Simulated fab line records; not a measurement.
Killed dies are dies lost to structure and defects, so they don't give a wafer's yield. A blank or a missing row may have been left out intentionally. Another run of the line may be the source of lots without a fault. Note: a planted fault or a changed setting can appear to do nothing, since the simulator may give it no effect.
Split-lot study / flow n5Finfet / on a route of 1938 steps: 7 lots, 39 wafers read

== ON THE SPLIT ==
At N5_BEOL_M8_CVD_78 (deposits Co from CCTBA/H2, target thk 2 nm, time 142.3 s), the setting targetThkA was moved away from the recipe's 20 angstrom on 12 of the 39 wafers read, by -46.8% to +52.8%. For the rest of the wafers, this setting stayed at what the recipe calls for.

The split's own step is where the reading is taken.

== THE READING ==
Co_of_BEOL_M8_CVD_78.thkNm (the simulator's own value, which no gauge read), in nm, at N5_BEOL_M8_CVD_78 (deposits Co from CCTBA/H2, target thk 2 nm, time 142.3 s). No usual value for it is given in the file. The 27 wafers here that ran the recipe average 2.1 nm, standard deviation 0.13 nm.

wafer=L076.1; tool, chamber at the split=cvdCo-02, 1,0,1; targetThkA as run, angstrom=20; against the recipe=recipe; Co_of_BEOL_M8_CVD_78.thkNm, nm=2.2; against lot-mates on the recipe=-
wafer=L076.2; tool, chamber at the split=cvdCo-02, 1,0,1; targetThkA as run, angstrom=20; against the recipe=recipe; Co_of_BEOL_M8_CVD_78.thkNm, nm=2.2; against lot-mates on the recipe=-
wafer=L076.4; tool, chamber at the split=cvdCo-02, 1,0,1; targetThkA as run, angstrom=20; against the recipe=recipe; Co_of_BEOL_M8_CVD_78.thkNm, nm=2.2; against lot-mates on the recipe=-
wafer=L076.3; tool, chamber at the split=cvdCo-02, 2,0; targetThkA as run, angstrom=30.57; against the recipe=+52.8%; Co_of_BEOL_M8_CVD_78.thkNm, nm=3.2; against lot-mates on the recipe=+1.0
wafer=L076.6; tool, chamber at the split=cvdCo-02, 2,0; targetThkA as run, angstrom=30.57; against the recipe=+52.8%; Co_of_BEOL_M8_CVD_78.thkNm, nm=3.2; against lot-mates on the recipe=+1.0
wafer=L076.5; tool, chamber at the split=cvdCo-02, 2; targetThkA as run, angstrom=30.57; against the recipe=+52.8%; Co_of_BEOL_M8_CVD_78.thkNm, nm=3.4; against lot-mates on the recipe=+1.2
wafer=L080.1; tool, chamber at the split=cvdCo-02, 0,2,1; targetThkA as run, angstrom=20; against the recipe=recipe; Co_of_BEOL_M8_CVD_78.thkNm, nm=2; against lot-mates on the recipe=-
wafer=L080.2; tool, chamber at the split=cvdCo-02, 0,2,1; targetThkA as run, angstrom=20; against the recipe=recipe; Co_of_BEOL_M8_CVD_78.thkNm, nm=2; against lot-mates on the recipe=-
wafer=L080.6; tool, chamber at the split=cvdCo-02, 0,2,1; targetThkA as run, angstrom=20; against the recipe=recipe; Co_of_BEOL_M8_CVD_78.thkNm, nm=2; against lot-mates on the recipe=-
wafer=L080.3; tool, chamber at the split=cvdCo-02, 1,2; targetThkA as run, angstrom=12.08; against the recipe=-39.6%; Co_of_BEOL_M8_CVD_78.thkNm, nm=1.2; against lot-mates on the recipe=-0.8
wafer=L080.5; tool, chamber at the split=cvdCo-02, 1,2; targetThkA as run, angstrom=12.08; against the recipe=-39.6%; Co_of_BEOL_M8_CVD_78.thkNm, nm=1.2; against lot-mates on the recipe=-0.8
wafer=L080.4; tool, chamber at the split=cvdCo-02, 0; targetThkA as run, angstrom=12.08; against the recipe=-39.6%; Co_of_BEOL_M8_CVD_78.thkNm, nm=1; against lot-mates on the recipe=-1.0
wafer=L081.1; tool, chamber at the split=cvdCo-01, 1; targetThkA as run, angstrom=20; against the recipe=recipe; Co_of_BEOL_M8_CVD_78.thkNm, nm=2; against lot-mates on the recipe=-
wafer=L081.2; tool, chamber at the split=cvdCo-01, 0,2,2; targetThkA as run, angstrom=10.65; against the recipe=-46.8%; Co_of_BEOL_M8_CVD_78.thkNm, nm=1.2; against lot-mates on the recipe=-0.9
wafer=L081.3; tool, chamber at the split=cvdCo-01, 0,2,2; targetThkA as run, angstrom=10.65; against the recipe=-46.8%; Co_of_BEOL_M8_CVD_78.thkNm, nm=1.2; against lot-mates on the recipe=-0.9
wafer=L081.5; tool, chamber at the split=cvdCo-01, 0,2,2; targetThkA as run, angstrom=10.65; against the recipe=-46.8%; Co_of_BEOL_M8_CVD_78.thkNm, nm=1.2; against lot-mates on the recipe=-0.9
wafer=L081.4; tool, chamber at the split=cvdCo-01, 0,1; targetThkA as run, angstrom=20; against the recipe=recipe; Co_of_BEOL_M8_CVD_78.thkNm, nm=2.2; against lot-mates on the recipe=-
wafer=L081.6; tool, chamber at the split=cvdCo-01, 0,1; targetThkA as run, angstrom=20; against the recipe=recipe; Co_of_BEOL_M8_CVD_78.thkNm, nm=2.2; against lot-mates on the recipe=-
wafer=L082.1; tool, chamber at the split=cvdCo-02, 2,0,1,2,1,0; targetThkA as run, angstrom=20; against the recipe=recipe; Co_of_BEOL_M8_CVD_78.thkNm, nm=2; against lot-mates on the recipe=-
wafer=L082.2; tool, chamber at the split=cvdCo-02, 2,0,1,2,1,0; targetThkA as run, angstrom=20; against the recipe=recipe; Co_of_BEOL_M8_CVD_78.thkNm, nm=2; against lot-mates on the recipe=-
wafer=L082.3; tool, chamber at the split=cvdCo-02, 2,0,1,2,1,0; targetThkA as run, angstrom=20; against the recipe=recipe; Co_of_BEOL_M8_CVD_78.thkNm, nm=2; against lot-mates on the recipe=-
wafer=L082.4; tool, chamber at the split=cvdCo-02, 2,0,1,2,1,0; targetThkA as run, angstrom=20; against the recipe=recipe; Co_of_BEOL_M8_CVD_78.thkNm, nm=2; against lot-mates on the recipe=-
wafer=L082.5; tool, chamber at the split=cvdCo-02, 2,0,1,2,1,0; targetThkA as run, angstrom=20; against the recipe=recipe; Co_of_BEOL_M8_CVD_78.thkNm, nm=2; against lot-mates on the recipe=-
wafer=L082.6; tool, chamber at the split=cvdCo-02, 2,0,1,2,1,0; targetThkA as run, angstrom=20; against the recipe=recipe; Co_of_BEOL_M8_CVD_78.thkNm, nm=2; against lot-mates on the recipe=-
wafer=L086.1; tool, chamber at the split=cvdCo-01, 1; targetThkA as run, angstrom=20; against the recipe=recipe; Co_of_BEOL_M8_CVD_78.thkNm, nm=2; against lot-mates on the recipe=-
wafer=L086.6; tool, chamber at the split=cvdCo-01, 1; targetThkA as run, angstrom=20; against the recipe=recipe; Co_of_BEOL_M8_CVD_78.thkNm, nm=2; against lot-mates on the recipe=-
wafer=L086.5; tool, chamber at the split=cvdCo-01, 2; targetThkA as run, angstrom=20; against the recipe=recipe; Co_of_BEOL_M8_CVD_78.thkNm, nm=1.8; against lot-mates on the recipe=-
wafer=L088.1; tool, chamber at the split=cvdCo-02, 0,2,2,0,2; targetThkA as run, angstrom=20; against the recipe=recipe; Co_of_BEOL_M8_CVD_78.thkNm, nm=2.2; against lot-mates on the recipe=-
wafer=L088.2; tool, chamber at the split=cvdCo-02, 0,2,2,0,2; targetThkA as run, angstrom=20; against the recipe=recipe; Co_of_BEOL_M8_CVD_78.thkNm, nm=2.2; against lot-mates on the recipe=-
wafer=L088.3; tool, chamber at the split=cvdCo-02, 0,2,2,0,2; targetThkA as run, angstrom=20; against the recipe=recipe; Co_of_BEOL_M8_CVD_78.thkNm, nm=2.2; against lot-mates on the recipe=-
wafer=L088.4; tool, chamber at the split=cvdCo-02, 0,2,2,0,2; targetThkA as run, angstrom=20; against the recipe=recipe; Co_of_BEOL_M8_CVD_78.thkNm, nm=2.2; against lot-mates on the recipe=-
wafer=L088.6; tool, chamber at the split=cvdCo-02, 0,2,2,0,2; targetThkA as run, angstrom=20; against the recipe=recipe; Co_of_BEOL_M8_CVD_78.thkNm, nm=2.2; against lot-mates on the recipe=-
wafer=L088.5; tool, chamber at the split=cvdCo-02, 0; targetThkA as run, angstrom=20; against the recipe=recipe; Co_of_BEOL_M8_CVD_78.thkNm, nm=2.4; against lot-mates on the recipe=-
wafer=L096.1; tool, chamber at the split=cvdCo-01, 1,1,2; targetThkA as run, angstrom=28.31; against the recipe=+41.5%; Co_of_BEOL_M8_CVD_78.thkNm, nm=2.8; against lot-mates on the recipe=+0.7
wafer=L096.4; tool, chamber at the split=cvdCo-01, 1,1,2; targetThkA as run, angstrom=28.31; against the recipe=+41.5%; Co_of_BEOL_M8_CVD_78.thkNm, nm=2.8; against lot-mates on the recipe=+0.7
wafer=L096.6; tool, chamber at the split=cvdCo-01, 1,1,2; targetThkA as run, angstrom=28.31; against the recipe=+41.5%; Co_of_BEOL_M8_CVD_78.thkNm, nm=2.8; against lot-mates on the recipe=+0.7
wafer=L096.2; tool, chamber at the split=cvdCo-01, 2,0; targetThkA as run, angstrom=20; against the recipe=recipe; Co_of_BEOL_M8_CVD_78.thkNm, nm=2; against lot-mates on the recipe=-
wafer=L096.3; tool, chamber at the split=cvdCo-01, 2,0; targetThkA as run, angstrom=20; against the recipe=recipe; Co_of_BEOL_M8_CVD_78.thkNm, nm=2; against lot-mates on the recipe=-
wafer=L096.5; tool, chamber at the split=cvdCo-01, 0; targetThkA as run, angstrom=20; against the recipe=recipe; Co_of_BEOL_M8_CVD_78.thkNm, nm=2.2; against lot-mates on the recipe=-
Rows listing several chambers each stand for several wafers; the file does not say which wafer went through which chamber.

FIT RESULTS
A straight line over all 39 wafers: Co_of_BEOL_M8_CVD_78.thkNm changes by +0.0207 nm for each +1% of targetThkA; r = +0.97; the points scatter about the line by 0.13 nm.
The same after taking each lot's own level away (the mean of its wafers on the recipe; 39 wafers): +0.0199 nm for each +1%; r = +0.99; scatter 0.075 nm.
Per that fit: largest targetThkA move, reading shift of 1.1 nm.
Measured against the standard deviation above, the lots' own levels, which go from 1.93 to 2.23 nm, span 2.4 times it.
Consequently the slope shifts little with the lot-to-lot level, the two slopes agreeing.
Check: with one of the wafers moved furthest among these (+52.8%) left out of the fit, the line predicts +1.05 nm for it against its lot-mates. It came out at +1 nm against them.

== THE OTHER SPLITS THESE WAFERS WENT THROUGH ==
Other splits were also applied to these wafers ahead of the reading. Each is held against what the fit with the lots' levels taken away leaves over:
other split on the same wafers=N5_ZERO_LAYER_DEVELOP_10 developTimeS; wafers away from the commonest value=15; r with Co_of_BEOL_M8_CVD_78.thkNm (lot level and that fit taken away)=-0.18
other split on the same wafers=N5_FIN_SAQP_ETCH_69 targetDepthA; wafers away from the commonest value=9; r with Co_of_BEOL_M8_CVD_78.thkNm (lot level and that fit taken away)=-0.05
other split on the same wafers=N5_MOL_CONTACT_COAG_ETCHBACK_135 timeS; wafers away from the commonest value=9; r with Co_of_BEOL_M8_CVD_78.thkNm (lot level and that fit taken away)=+0.16
other split on the same wafers=N5_BEOL_M2_DESCUM_33 timeS; wafers away from the commonest value=12; r with Co_of_BEOL_M8_CVD_78.thkNm (lot level and that fit taken away)=+0.07
other split on the same wafers=N5_BEOL_M5_HM_DEP_02 targetThkA; wafers away from the commonest value=9; r with Co_of_BEOL_M8_CVD_78.thkNm (lot level and that fit taken away)=+0.21
other split on the same wafers=N5_BEOL_M7_HM_DEP_02 targetThkA; wafers away from the commonest value=15; r with Co_of_BEOL_M8_CVD_78.thkNm (lot level and that fit taken away)=+0.12

== THE FILE'S OWN FIT ==
Co_of_BEOL_M8_CVD_78.thkNm changes by +0.0199 nm for each +1% of targetThkA, r = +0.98.
